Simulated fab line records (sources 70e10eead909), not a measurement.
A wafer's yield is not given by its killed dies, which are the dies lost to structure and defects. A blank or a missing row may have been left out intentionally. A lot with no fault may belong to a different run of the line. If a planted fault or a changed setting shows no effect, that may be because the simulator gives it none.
Comparing a struck lot with a sound one	flow nand harc	15 out of 1302 route steps
Sound: wafers L273.1, L273.5, L273.6. Struck: wafer L288.4 (left out: L288.3, L288.6 of the same lot, which were not struck); the cause appears at the end.
For every step that has rows: the tool of each side, followed by ch and its chambers, followed by its first start. Under that, the readings that differ: sound wafers	struck wafers	difference of the means	sigmas: that difference in standard deviations of wafers without a fault.
alike: a reading whose means differ by less than 2 such deviations, as well as words and numbers matching on both sides. not compared: withheld readings; readings where some wafer has no value; bounds like >300 that might hide an equal value; numbers whose values overlap and for which the record gives no deviation.
A row with sigmas, a row that says differs or no value, or rows on one side alone: a step with any of these is where the two part. Non-overlapping numbers with no deviation appear without sigmas and do not part them. Lack of a reading on every wafer of one side parts them only where that side has two or more wafers.

first, 4 steps without rows for these wafers: NHARC_A_DECK1_JOINT_CURE_26 (time 32 s); NHARC_A_DECK1_JOINT_ANNEAL_27 (time 3600 s); NHARC_A_DECK1_JOINT_ANNEAL_28 (time 1800 s); NHARC_A_DECK1_JOINT_ANNEAL_29 (time 1800 s).
NHARC_A_DECK1_JOINT_CMP_02: polishes SiOx.
  sound on cmp-01 ch 0,1,3, day 15 22:58; struck on cmp-02 ch 2, day 21 17:17
  alike: motor current A
following that, these wafers have no rows for 1 step: NHARC_A_DECK1_JOINT_SRD_15.
NHARC_A_DECK1_JOINT_DEP_16: deposits SiO2, target thk 45 nm.
  sound on pecvd-03 ch 1,2, day 15 23:17; struck on pecvd-03 ch 2, day 21 17:43
  alike: heater power w, rf fwd power W, throttle valve pct
NHARC_A_DECK1_JOINT_THK_MEAS_17: measures by ellipsometry.
  sound: film metro-01 at day 15 23:34; struck: film metro-02 at day 21 17:56
  alike: thk nm
NHARC_A_DECK1_JOINT_INSPECT_05:
  sound: defect inspect-02 at day 15 23:37; struck: defect inspect-01 at day 21 17:58
  alike: raw defect count
then NHARC_A_ONON_D2_DEP_00 (target thk 1000 nm), 1 step lacking rows for these wafers.
NHARC_A_ONON_D2_THK_MEAS_02: measures by ellipsometry.
  sound: film metro-01 at day 16 00:11; struck: film metro-02 at day 21 18:32
  alike: thk nm
NHARC_A_ONON_D2_DEP_03: target thk 1000 nm.
  sound on pecvd onon-01 ch 0, day 16 00:14; struck on pecvd onon-02 ch 0, day 21 18:43
  alike: nh3 flow sccm
NHARC_A_ONON_D2_THK_MEAS_05: measures by ellipsometry.
  sound: film metro-01 at day 16 00:44; struck: film metro-02 at day 21 19:06
reading	sound	struck	difference	sigmas
thk nm (nm)	1017 1015 1017	1053	+37	+3
then NHARC_A_ONON_D2_DEP_06 (target thk 1000 nm), 1 step lacking rows for these wafers.
-- break in the record here, with 12 days between the starts of the struck wafers on either side (left off in module A_ONON_D2, picked up again in module END, where the first step shown is number 1302 on the route) --
NHARC_END_SORT_01:
  here the record holds rows for the struck wafers (prober-01 ch 0, day 34 01:19) but none for the sound ones

== WHERE THEY PART ==
Earliest at NHARC_A_ONON_D2_THK_MEAS_05; latest, in this record, at NHARC_END_SORT_01.

WHY: what the simulator had put in
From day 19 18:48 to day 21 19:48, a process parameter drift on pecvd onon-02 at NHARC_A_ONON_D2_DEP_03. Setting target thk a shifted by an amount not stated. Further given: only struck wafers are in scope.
